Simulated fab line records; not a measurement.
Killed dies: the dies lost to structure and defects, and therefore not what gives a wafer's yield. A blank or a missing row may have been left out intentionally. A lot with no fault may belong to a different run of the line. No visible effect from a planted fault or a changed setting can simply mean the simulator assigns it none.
Chamber matching :: flow nandHarc :: NHARC_P_ZERO_WELL_ETCH_65 on rieDiel-10 has 4 sister chambers
The step etches the open film in N2/H2, target depth 80 nm, overetch 24 nm, time 87.88 s. 4 wafers are shown with their chamber, then 7 later ones without.

## EACH WAFER AND ITS CHAMBER
wafer: L075.6
chamber: 0
drypumpMotorCurrentA (A): 6.1

wafer: L085.5
chamber: 1
drypumpMotorCurrentA (A): 5.3

wafer: L090.1
chamber: 2
drypumpMotorCurrentA (A): 6.4

wafer: L090.2
chamber: 3
drypumpMotorCurrentA (A): 6.6

## WAFERS MISSING THEIR CHAMBER
wafer: L090.5
drypumpMotorCurrentA (A): 5.3

wafer: L093.1
drypumpMotorCurrentA (A): 6.6

wafer: L093.2
drypumpMotorCurrentA (A): 6.1

wafer: L093.5
drypumpMotorCurrentA (A): 6.5

wafer: L096.2
drypumpMotorCurrentA (A): 6.4

wafer: L096.5
drypumpMotorCurrentA (A): 5.3

wafer: L096.6
drypumpMotorCurrentA (A): 6.4

## EACH ONE'S CHAMBER
wafer: L090.5
from the rows above: 1
in truth: 1

wafer: L093.1
from the rows above: 3
in truth: 3

wafer: L093.2
from the rows above: 0
in truth: 0

wafer: L093.5
from the rows above: can't be placed: 2 or 3
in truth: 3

wafer: L096.2
from the rows above: 2
in truth: 2

wafer: L096.5
from the rows above: 1
in truth: 1

wafer: L096.6
from the rows above: 2
in truth: 2
Placed correctly: 6 of 7. Not placeable from these rows: 1 (in 1, the candidates include the true chamber). 0 placed wrongly.
How it was worked out, from the rows above alone: a wafer's distance from a chamber is the root of the sum, over the readings, of the square of ((its reading less the chamber's mean) divided by the reading's scatter). If the next closest chamber is less than 2 further off than the closest, the wafer can't be placed; otherwise it belongs to the closest. For every chamber, the mean is computed from those of its wafers that are shown. The scatter: with one shown wafer a chamber, the root of the mean of the squares of how far each hidden wafer lies from its nearest shown one.
